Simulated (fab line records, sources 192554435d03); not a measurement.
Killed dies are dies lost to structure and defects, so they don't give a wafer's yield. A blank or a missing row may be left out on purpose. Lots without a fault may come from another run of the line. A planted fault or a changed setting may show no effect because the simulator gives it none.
One fault seen from 2 desks | flow n5_finfet | each desk has only its own numbers; what lay behind them comes last

THE METROLOGY DESK
What the gauges read, lot by lot, whatever tool the lot ran on: means of the sampled wafers that have a number. A lot is out of limits, marked OUT, if its mean lies more than 4 standard deviations from the usual mean; the brackets give that distance. Of its 10 readings 7 are shown: those that lie furthest out on some lot.
Columns: A = DIBL_N at N5_BEOL_M4_RC_MEAS_101, usual 36.3 mV/V; B = DIBL_P at N5_BEOL_M4_RC_MEAS_101, usual 36.3 mV/V; C = IOFF_N at N5_BEOL_M4_RC_MEAS_101, usual 0.16 nA/um; D = IOFF_P at N5_BEOL_M4_RC_MEAS_101, usual 0.21 nA/um; E = ION_N at N5_BEOL_M4_RC_MEAS_101, usual 672 uA/um; F = ION_P at N5_BEOL_M4_RC_MEAS_101, usual 459 uA/um; G = VT_N at N5_BEOL_M4_RC_MEAS_101, usual 250 mV
lot  | first seen here | A    | B    | C    | D    | E   | F   | G
L465 | day 8 00:26     | 36.3 | 34.9 | 0.14 | 0.20 | 669 | 459 | 251
L468 | day 8 16:58     | 33.8 | 32.7 | 0.12 | 0.15 | 654 | 448 | 254
L471 | day 9 08:29     | 35.9 | 36.8 | 0.16 | 0.21 | 676 | 462 | 249
L472 | day 10 03:58    | 32.8 | 33.0 | 0.13 | 0.18 | 659 | 455 | 254
L473 | day 11 13:41    | 35.0 | 33.9 | 0.13 | 0.20 | 652 | 459 | 254
L476 | day 11 15:45    | 36.2 | 37.6 | 0.17 | 0.22 | 680 | 464 | 247
L478 | day 11 21:34    | 36.9 | 39.0 | 0.19 | 0.24 | 671 | 461 | 249
L484 | day 13 20:22    | 36.7 | 36.7 | 0.17 | 0.19 | 673 | 455 | 250
L486 | day 14 05:52    | 38.4 | 38.6 | 0.21 | 0.25 | 690 | 468 | 245
L488 | day 14 14:23    | 36.7 | 37.0 | 0.19 | 0.22 | 681 | 460 | 246
This desk's finding: nothing out of limits on any of the 10 lots.

THE TOOL OWNER'S DESK: cvd_co-02
The tool's own readings at N5_BEOL_M2_CVD_47 (deposits Co from CCTBA/H2, target thk 3 nm, time 223.8 s): means of the sampled wafers that have a number, for each lot that ran on this tool. A lot is out of limits, marked OUT, if its mean lies more than 4 standard deviations from the usual mean; the brackets give that distance.
Columns: A = run_length_s at N5_BEOL_M2_CVD_47, usual 246.9 s
lot  | first seen here | A
L465 | day 6 20:56     | 246.8
L471 | day 8 04:17     | 247.3
L476 | day 9 09:38     | 247.1
L478 | day 10 09:49    | 277.7 (+83) OUT
L486 | day 12 18:43    | 247.1
This desk's finding: out of limits on L478; first on L478, day 10 09:49 (run_length_s at N5_BEOL_M2_CVD_47). In limits: L465, L471, L476, L486.

PUT TOGETHER
The tool owner's desk could have raised an alarm at day 10 09:49, on L478.
The metrology desk saw nothing out of limits.
The metrology desk has L478 on record, within its limits.
Of the lots named, all ran N5_BEOL_M2_CVD_47 on cvd_co-02.

WHAT THE SIMULATOR HAD PUT IN
Process parameter drift: cvd_co-02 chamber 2, from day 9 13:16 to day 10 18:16, at N5_BEOL_M2_CVD_47. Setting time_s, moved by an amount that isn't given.
Lots struck among those shown: L478.
Hours from the fault's start to each desk's first reading out of limits: the tool owner's desk, 21.
